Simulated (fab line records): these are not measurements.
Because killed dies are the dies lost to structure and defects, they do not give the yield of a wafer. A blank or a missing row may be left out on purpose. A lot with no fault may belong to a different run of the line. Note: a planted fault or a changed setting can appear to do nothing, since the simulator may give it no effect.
Chamber matching :: flow nand-harc :: NHARC_A_STAIRCASE_CMP_152 on cmp-01 has 4 sister chambers
The step polishes. 4 wafers are shown with their chamber, then 10 later ones without.

== EACH WAFER AND ITS CHAMBER ==
wafer: L086.1
chamber: 3
motor-current-A (A): 13.0

wafer: L090.4
chamber: 0
motor-current-A (A): 11.0

wafer: L091.2
chamber: 1
motor-current-A (A): 13.6

wafer: L091.4
chamber: 2
motor-current-A (A): 9.8

== WAFERS MISSING THEIR CHAMBER ==
wafer: L091.6
motor-current-A (A): 12.9

wafer: L093.1
motor-current-A (A): 11.1

wafer: L093.2
motor-current-A (A): 13.3

wafer: L093.6
motor-current-A (A): 11.8

wafer: L096.2
motor-current-A (A): 12.8

wafer: L096.5
motor-current-A (A): 13.4

wafer: L096.6
motor-current-A (A): 9.7

wafer: L095.2
motor-current-A (A): 9.6

wafer: L095.3
motor-current-A (A): 13.5

wafer: L095.6
motor-current-A (A): 13.6

== WHICH CHAMBER EACH ONE RAN IN ==
wafer: L091.6
from the rows above: 3
in truth: 3

wafer: L093.1
from the rows above: 0
in truth: 0

wafer: L093.2
from the rows above: can't be placed: 1 or 3
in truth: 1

wafer: L093.6
from the rows above: can't be placed: 0 or 3
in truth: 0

wafer: L096.2
from the rows above: 3
in truth: 3

wafer: L096.5
from the rows above: can't be placed: 1 or 3
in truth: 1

wafer: L096.6
from the rows above: 2
in truth: 2

wafer: L095.2
from the rows above: 2
in truth: 2

wafer: L095.3
from the rows above: can't be placed: 1 or 3
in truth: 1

wafer: L095.6
from the rows above: 1
in truth: 1
Placed correctly: 6 of 10. These rows do not allow placing 4 (true chamber among the candidates in 4). Number placed wrongly: 0.
How it was worked out, from the rows above alone: a wafer's distance from a chamber is the root of the sum, over the readings, of the square of ((its reading less the chamber's mean) divided by the reading's scatter). If the next closest chamber is less than 2 further off than the closest, the wafer can't be placed; otherwise it belongs to the closest. A chamber's mean is the mean of its shown wafers. The scatter (one wafer shown for each chamber): square how far every hidden wafer sits from the nearest shown wafer, average those squares and take the square root.
